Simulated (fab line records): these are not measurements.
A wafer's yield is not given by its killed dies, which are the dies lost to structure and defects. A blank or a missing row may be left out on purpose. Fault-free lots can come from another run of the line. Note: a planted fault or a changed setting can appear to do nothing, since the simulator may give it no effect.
fab line records	flow nand_harc
record lots=5	wafers=15	last_day=34
route steps=1302 shown P_GATE@155 END@1302
lots untouched by any fault: they come from a run of this same line in which no faults occurred
start_h: hours from the record's opening day to when the first of the lot's shown wafers began	wait_h: hours since the lot's step before	" the same as in the row above	L1.1+2: a single row standing in for several wafers	- no value, or no start was given	* or withheld: withheld	< > ~ a bound
route shown NAME@n: a module of which the file shows steps, and the number in the route of the first	usual: mean and standard deviation over wafers with no fault	same: alike in all rows	chamber/n: place in a boat	sites: each site's reading	_std_site: the standard deviation of these	_edge_site: the outer-site mean with the inner-site mean subtracted	radius_mm: how far each site lies from the wafer's centre	mask NAME#n: copy n	behind: tool/chamber where the wafer was last shaped	hold: what put the lot on hold/how long, in hours/how the hold closed	device: names the non-switching transistor (n, p or np)	end of line: the same wafers' tests at the end of the route	where a step has no rows: the recipe by itself	killed: count of dies lost to structure and defects at first sort (not the wafer's yield)	map: a wafer's dies, x killed, . not, _ none there
set.NAME: the setting the step ran with; set.NAME@STEP: the setting that earlier step ran with	model.NAME: the simulator's own value behind a step, which no gauge read
lots at selected steps of the route; one table per step, one row per wafer
services: the hour from which a tool's chamber was out of use, counted from the record's first day as start_h (under 0 if before that day), plus the number of hours and why
## steps
# step NHARC_P_GATE_ALD_36
# recipe target_thk_a=200	pulse_time_s=60	ald_cycles=223	temp_c=400	material=SiNx
# usual heater_power_w=826/85	precursor_pulse_height_rel=0.997/0.019
lot.wafer	tool	chamber	start_h	wait_h	heater_power_w	precursor_pulse_height_rel	since_wet_clean_h
L610.3	ald_sin-02	1	199.90	-	879	1.001	68
L610.1	"	2	200.95	-	757	1.030	69
L610.5	"	0	203.04	-	718	1.000	-
L611.2	ald_sin-01	3	211.95	-	890	0.976	170
L611.1	"	1	213.37	-	941	1.005	171
L611.4	"	3	216.20	-	884	0.971	-
L612.3	ald_sin-03	3	217.15	-	999	0.957	36
L612.4	"	0	218.21	-	785	0.998	37
L612.5	"	3	221.37	-	1006	0.997	-
L622.4	ald_sin-01	0	312.59	-	782	1.012	86
L622.3	"	2	314.71	-	721	1.015	88
L622.5	"	3	315.76	-	941	0.993	-
L621.3	ald_sin-03	0	314.03	-	778	1.018	133
L621.4	"	1	315.45	-	776	0.995	-
L621.5	"	0	318.28	-	770	1.008	-
# step NHARC_P_GATE_ETCHBACK_37
# recipe target_depth_a=345	time_s=17.2	chf3_flow_sccm=50	o2_flow_sccm=10	ar_flow_sccm=200	rf_w=500	bias_w=200	chemistry=CHF3/O2
# usual drypump_motor_current_A=5.5/0.54	oes_product_au=0.940/0.029	rf_fwd_power_W=489.0/2.5	rf_vpp_V=371.0/2.4	showerhead_plenum_p_Torr=2.42/0.1	throttle_valve_pct=20.574/0.0095
lot.wafer	tool	chamber	start_h	wait_h	drypump_motor_current_A	oes_product_au	rf_fwd_power_W	rf_hours_counter_h	rf_vpp_V	showerhead_plenum_p_Torr	throttle_valve_pct
L610.1	rie_diel-04	0	-	-	5.8	0.984	488.3	1.7	371.2	2.40	20.582
L610.3	"	1	"	"	4.9	0.987	488.1	1.9	370.3	2.41	20.557
L610.5	"	1	"	"	4.9	0.983	487.3	-	369.2	2.41	20.566
L611.1	rie_diel-11	2	-	-	5.4	0.928	488.4	6.1	368.6	2.32	20.580
L611.2	"	0	"	"	5.7	0.924	488.7	6.2	372.5	2.55	20.582
L611.4	"	1	"	"	4.8	0.925	491.9	5.6	373.8	2.54	20.570
L612.4	rie_diel-04	2	-	-	5.7	0.915	490.9	1.7	369.3	2.36	20.580
L612.3	"	3	"	"	6.8	0.951	487.0	1.5	371.6	2.49	20.581
L612.5	"	1	"	"	4.9	0.911	486.4	-	371.0	2.41	20.570
L622.3	rie_diel-04	0	-	-	5.8	0.913	492.0	7.8	370.1	2.39	20.579
L622.4	"	3	"	"	6.8	0.917	487.2	7.7	372.1	2.49	20.581
L622.5	"	1	"	"	4.9	0.910	487.3	-	370.2	2.41	20.579
L621.4	rie_diel-11	1	-	-	4.8	0.939	488.8	2.9	372.5	2.54	20.586
L621.3	"	0	"	"	5.7	0.920	486.4	2.6	373.5	2.55	20.575
L621.5	"	1	"	"	4.8	0.934	489.3	-	372.5	2.54	20.591
# step NHARC_P_GATE_STRIP_101
# recipe time_s=20	o2_flow_sccm=500	ar_flow_sccm=0	bias_w=0	chemistry=O2
# usual drypump_motor_current_A=5.5/0.54	oes_product_au=0.994/0.0089	rf_vpp_V=57.9/0.91	showerhead_plenum_p_Torr=3.54/0.15	throttle_valve_pct=17.035/0.0097
lot.wafer	tool	chamber	start_h	wait_h	drypump_motor_current_A	oes_product_au	rf_hours_counter_h	rf_vpp_V	showerhead_plenum_p_Torr	throttle_valve_pct
L610.3	rie_diel-04	1	208.39	0.1	4.9	0.981	1.9	55.8	3.54	17.028
L610.1	"	3	"	"	6.8	1.005	1.1	57.4	3.66	17.031
L610.5	"	1	"	"	4.9	0.979	-	56.3	3.54	17.046
L611.2	rie_diel-11	0	222.30	0.1	5.7	0.993	6.2	58.5	3.74	17.036
L611.1	"	1	"	"	4.8	1.003	5.6	60.0	3.73	17.030
L611.4	"	2	"	"	5.4	0.989	6.1	57.5	3.41	17.038
L612.4	rie_diel-04	1	226.74	0.1	4.9	0.990	2.6	58.7	3.54	17.025
L612.3	"	3	"	"	6.9	1.017	1.5	58.9	3.66	17.022
L612.5	"	0	"	"	5.8	0.983	-	57.2	3.52	17.035
L622.3	rie_diel-04	0	321.15	0.1	5.8	0.991	7.8	56.5	3.52	17.053
L622.4	"	1	"	"	4.9	0.978	7.3	58.3	3.53	17.040
L622.5	"	2	"	"	5.7	0.992	-	58.3	3.46	17.050
L621.3	rie_diel-11	1	322.96	0.1	4.8	1.003	2.9	58.1	3.73	17.038
L621.4	"	3	"	"	5.8	1.006	2.7	57.1	3.34	17.022
L621.5	"	1	"	"	4.8	1.001	-	57.7	3.73	17.012
# step NHARC_P_GATE_PRECLEAN_97
# recipe time_s=600	temp_c=120	chemistry=SPM
# step NHARC_P_GATE_SRD_98
# step NHARC_P_GATE_PRECLEAN_99
# recipe time_s=*	temp_c=50	bath_age_min=0	chemistry=SC1
# step NHARC_P_GATE_SRD_100
# step NHARC_P_GATE_DEHYDRATE_38
# recipe temp_c=150	time_s=120
# step NHARC_P_GATE_HMDS_39
# recipe time_s=30
# step NHARC_P_GATE_COAT_40
# recipe spin_rpm=3000
# step NHARC_P_GATE_SOFTBAKE_41
# recipe temp_c=122	time_s=95
# step NHARC_P_GATE_EBR_42
# step NHARC_P_GATE_EXPOSE_43
# recipe na=0.6	target_cd_nm=720	dose_mj=14.81	mask_id=P_NSD
# same na=0.6
lot.wafer	tool	chamber	start_h	wait_h	mask
L610.1+3+5	krf_scanner-03	0	209.23	-	P_NSD#0
L611.1+2+4	krf_scanner-02	0	223.06	-	P_NSD#0
L612.3+4+5	krf_scanner-02	0	227.39	-	P_NSD_R1#0
L622.3+4+5	krf_scanner-02	0	321.92	-	P_NSD#0
L621.3+4+5	krf_scanner-01	0	323.73	-	P_NSD#0
# step NHARC_P_GATE_PEB_44
# recipe peb_temp_c=118	peb_time_s=85
# step NHARC_P_GATE_DEVELOP_45
# recipe time_s=70
# step NHARC_P_GATE_CD_MEAS_46
# recipe target_cd_nm=720	landing_energy_ev=500
# usual cd_nm=720.5/1.8
lot.wafer	tool	chamber	start_h	wait_h	cd_nm
L610.1	cd_sem-03	0	209.39	-	720.5
L610.3	"	0	"	"	722.5
L610.5	"	0	"	"	722.8
L611.1	cd_sem-03	0	223.22	-	721.6
L611.2	"	0	"	"	719.9
L611.4	"	0	"	"	722.2
L612.3	cd_sem-02	0	227.54	-	669.2
L612.4	"	0	"	"	667.9
L612.5	"	0	"	"	668.4
L622.3	cd_sem-03	0	322.07	-	721.0
L622.4	"	0	"	"	720.0
L622.5	"	0	"	"	718.8
L621.3	cd_sem-03	0	323.88	-	720.4
L621.4	"	0	"	"	720.6
L621.5	"	0	"	"	718.6
# step NHARC_P_GATE_HARDBAKE_47
# recipe temp_c=125	time_s=80
# step NHARC_P_GATE_DESCUM_48
# recipe time_s=3	o2_flow_sccm=200	ar_flow_sccm=0	bias_power_w=0	chemistry=O2
# usual drypump_motor_current_A=5.6/0.63	oes_product_au=0.995/0.0095	rf_vpp_V=57.9/0.92	showerhead_plenum_p_Torr=1.92/0.074	throttle_valve_pct=11.311/0.0091
lot.wafer	tool	chamber	start_h	wait_h	drypump_motor_current_A	oes_product_au	rf_hours_counter_h	rf_vpp_V	showerhead_plenum_p_Torr	throttle_valve_pct	model.P_GATE.cd_nm
L610.1	rie_diel-04	1	209.55	-	4.9	0.987	2.0	57.7	1.92	11.304	720.3
L610.3	"	0	"	"	5.8	0.964	1.8	58.9	1.91	11.309	722.1
L610.5	"	1	"	"	4.9	0.987	-	57.8	1.92	11.290	722.6
L611.4	rie_diel-06	0	223.39	-	6.3	1.002	4.2	57.8	2.01	11.315	721.7
L611.1	"	1	"	"	4.9	0.983	6.2	58.1	1.93	11.303	722
L611.2	"	2	"	"	6.2	0.993	6.2	57.4	1.82	11.303	720
L612.3	rie_diel-11	1	227.71	-	4.8	0.998	5.7	57.9	2.03	11.319	669.5
L612.4	"	3	"	"	5.7	0.986	5.5	58.5	1.81	11.313	668.2
L612.5	"	0	"	"	5.7	0.994	-	57.8	2.04	11.319	669.3
L622.3	rie_diel-06	3	322.23	-	4.8	0.984	0.6	58.2	1.98	11.315	721
L622.4	"	0	"	"	6.3	0.999	0.6	59.4	2.01	11.313	719.3
L622.5	"	0	"	"	6.3	0.998	-	59.3	2.01	11.306	718.2
L621.3	rie_diel-11	3	324.05	-	5.7	1.020	2.7	56.9	1.80	11.320	720.2
L621.4	"	1	"	"	4.8	1.010	3.0	58.1	2.03	11.308	720.4
L621.5	"	3	"	"	5.7	1.019	-	56.8	1.80	11.307	718.6
# step NHARC_P_GATE_IMPLANT_49
# recipe energy_kev=30	dose_cm2=3e+15	tilt_deg=7
# step NHARC_END_SORT_01
# recipe temp_c=25
# usual killed_at_array=57/17	killed_at_other=0.5/0.82	killed_at_periphery=4.0/2.8	killed_dies=61/18	killed_open=2.9/2	killed_short=2.3/1.7
# same gross_dies=677
lot.wafer	tool	chamber	start_h	wait_h	killed_at_array	killed_at_other	killed_at_periphery	killed_dies	killed_open	killed_short
L612.3	prober-02	0	687.73	3.1	99	1	3	103	0	1
L612.4	prober-02	0	688.52	3.4	67	1	0	68	0	1
L612.5	prober-02	0	689.32	3.7	75	1	1	77	0	1
L611.1	prober-02	0	694.44	2.5	41	0	2	43	2	2
L611.2	prober-02	0	695.22	2.8	56	0	7	63	4	4
L611.4	prober-02	0	696.79	3.4	43	0	5	48	4	0
# killed by level:class
L612.3 A_CHANNEL_HOLE_D1:chamber_film_flake=41 A_SLIT:chamber_film_flake=32 A_CHANNEL_HOLE_D2:chamber_film_flake=15 A_STAIRCASE:chamber_film_flake=6 P_ZERO_WELL:chamber_film_flake=2 A_SGD_CUT:geometric_particle:short=1 P_BONDPAD:chamber_film_flake=1 A_DECK1_JOINT:chamber_film_flake=1
L612.4 A_SLIT:chamber_film_flake=29 A_CHANNEL_HOLE_D1:chamber_film_flake=17 A_CHANNEL_HOLE_D2:chamber_film_flake=15 A_CONTACT:chamber_film_flake=4 A_CHANNEL_FILL_D2:geometric_particle:short=1 A_BLC:chamber_film_flake=1 HYBRID_BOND:latent=1
L612.5 A_CHANNEL_HOLE_D1:chamber_film_flake=28 A_SLIT:chamber_film_flake=23 A_CHANNEL_HOLE_D2:chamber_film_flake=16 A_STAIRCASE:chamber_film_flake=4 A_CONTACT:chamber_film_flake=2 A_WL_FILL:geometric_particle:short=1 A_ZERO_WELL:chamber_film_flake=1 THIN_TSV:chamber_film_flake=1
L611.1 A_SLIT:chamber_film_flake=27 A_WL_FILL:chamber_film_flake=3 A_CHANNEL_HOLE_D1:chamber_film_flake=2 A_CHANNEL_HOLE_D2:chamber_film_flake=2 A_CONTACT:chamber_film_flake=2 A_SOURCE_PLATE:geometric_particle:open=1 A_CHANNEL_FILL_D2:geometric_particle:short=1 A_BLC:geometric_particle:open=1
L611.2 A_SLIT:chamber_film_flake=36 A_WL_FILL:chamber_film_flake=5 P_CONTACT:chamber_film_flake=3 A_CONTACT:chamber_film_flake=3 A_CHANNEL_FILL_D1:geometric_particle:open=2 P_STI:chamber_film_flake=2 A_CHANNEL_HOLE_D1:chamber_film_flake=2 P_M1:geometric_particle:short=1
L611.4 A_SLIT:chamber_film_flake=30 A_CHANNEL_HOLE_D1:chamber_film_flake=5 A_CONTACT:chamber_film_flake=3 P_M0:geometric_particle:open=2 A_CHANNEL_FILL_D1:geometric_particle:open=2 P_ZERO_WELL:chamber_film_flake=1 P_STI:chamber_film_flake=1 P_CONTACT:chamber_film_flake=1
## services
tool	chamber	start_h	hours	kind
rie_diel-04	-	177.90	9.0	pm
rie_diel-04	0	177.90	9.0	vent_cycle
rie_diel-04	1	177.90	9.0	vent_cycle
rie_diel-04	2	177.90	9.0	vent_cycle
rie_diel-04	3	177.90	9.0	vent_cycle
rie_diel-06	0	181.94	4.5	repair
ald_sin-01	-	192.15	10.2	repair
rie_diel-11	-	198.90	0.4	repair
rie_diel-11	3	204.85	2.6	repair
krf_scanner-01	-	204.99	0.1	repair
ald_sin-01	0	209.54	3.0	repair
krf_scanner-03	-	224.00	4.0	pm
ald_sin-03	3	235.34	116.7	repair
krf_scanner-01	-	239.54	2.6	repair
rie_diel-11	-	255.50	9.0	pm
krf_scanner-02	-	266.00	4.0	pm
ald_sin-03	0	266.11	8.3	repair
ald_sin-03	2	292.41	1.7	repair
krf_scanner-02	-	293.27	4.0	repair
krf_scanner-03	-	300.98	15.4	repair
ald_sin-02	-	301.75	10.0	pm
rie_diel-06	-	307.20	9.0	pm
rie_diel-11	-	308.19	0.2	repair
krf_scanner-01	-	312.00	4.0	pm
## key
first_sign step=NHARC_P_GATE_EXPOSE_43	reading=mask	direction=changed
effect step=NHARC_P_GATE_CD_MEAS_46	reading=cd_nm	direction=down	sigmas=30	usual=720.5	struck=668.5
model_effect step=NHARC_P_GATE_DESCUM_48	value=P_GATE.cd_nm	without=720.7	struck=669
met_at NHARC_P_GATE_EXPOSE_43
struck_wafers L612.3,L612.4,L612.5
tester_left_out L612
onset_between 223.06 227.39
fault kind=wrong_mask	tool=any	chamber=-	onset_h=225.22	steps=NHARC_P_GATE_EXPOSE_43	aux_copy=P_NSD_R1#0	cd_offset_nm=-51.705	scope=struck_lots_only
# tester_left_out: of these lots the tester's yield and bins aren't shown, on N5 and GAA mostly nor the transistor test; their killed dies are dies lost to structure and defects alone, not to doping, threshold or leakage, so they don't give the yield
